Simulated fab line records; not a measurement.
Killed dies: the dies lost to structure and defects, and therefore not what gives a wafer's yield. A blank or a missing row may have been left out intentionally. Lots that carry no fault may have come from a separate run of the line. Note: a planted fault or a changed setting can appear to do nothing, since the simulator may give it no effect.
Chamber matching	flow n5Finfet	rieDiel-02 running N5_BEOL_M5_STRIP_19: 4 sister chambers
The step strips in O2. 8 wafers are shown with their chamber, then 8 later ones without.

## WAFERS, EACH WITH ITS CHAMBER
wafer	chamber	throttleValvePct (%)	showerheadPlenumPTorr (Torr)
L074.4	0	16.4	2.23
L080.4	1	16.7	2.00
L089.4	2	17.0	2.16
L089.5	0	16.4	2.22
L088.1	3	16.6	2.15
L088.2	1	16.2	2.26
L088.3	2	17.0	2.16
L092.2	3	16.6	2.15

## WAFERS WHOSE CHAMBER IS MISSING
wafer	throttleValvePct (%)	showerheadPlenumPTorr (Torr)
L092.3	16.3	2.26
L092.4	17.0	2.16
L093.1	16.5	2.22
L093.2	16.6	2.14
L093.5	16.3	2.26
L097.2	16.5	2.22
L097.4	16.6	2.14
L097.5	16.6	2.14

## WHICH CHAMBER EACH ONE RAN IN
wafer	from the rows above	in truth
L092.3	can't be placed: 0 or 1 or 3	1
L092.4	2	2
L093.1	can't be placed: 0 or 3 or 1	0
L093.2	can't be placed: 3 or 1 or 0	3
L093.5	can't be placed: 0 or 1 or 3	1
L097.2	can't be placed: 0 or 3 or 1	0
L097.4	can't be placed: 3 or 1 or 0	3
L097.5	can't be placed: 3 or 1 or 0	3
1 of 8 placed correctly. These rows do not allow placing 7 (true chamber among the candidates in 7). Number placed wrongly: 0.
How it was worked out, from the rows above alone: a wafer's distance from a chamber is the root of the sum, over the readings, of the square of ((its reading less the chamber's mean) divided by the reading's scatter). The wafer belongs to the nearest chamber; if the next one is less than 2 further off, it can't be placed. The mean given for a chamber averages the wafers shown for that chamber. How the scatter is found: for the shown wafers, subtract from each reading the mean of its chamber, square and add these, divide the total by (wafers less chambers), then take the root.
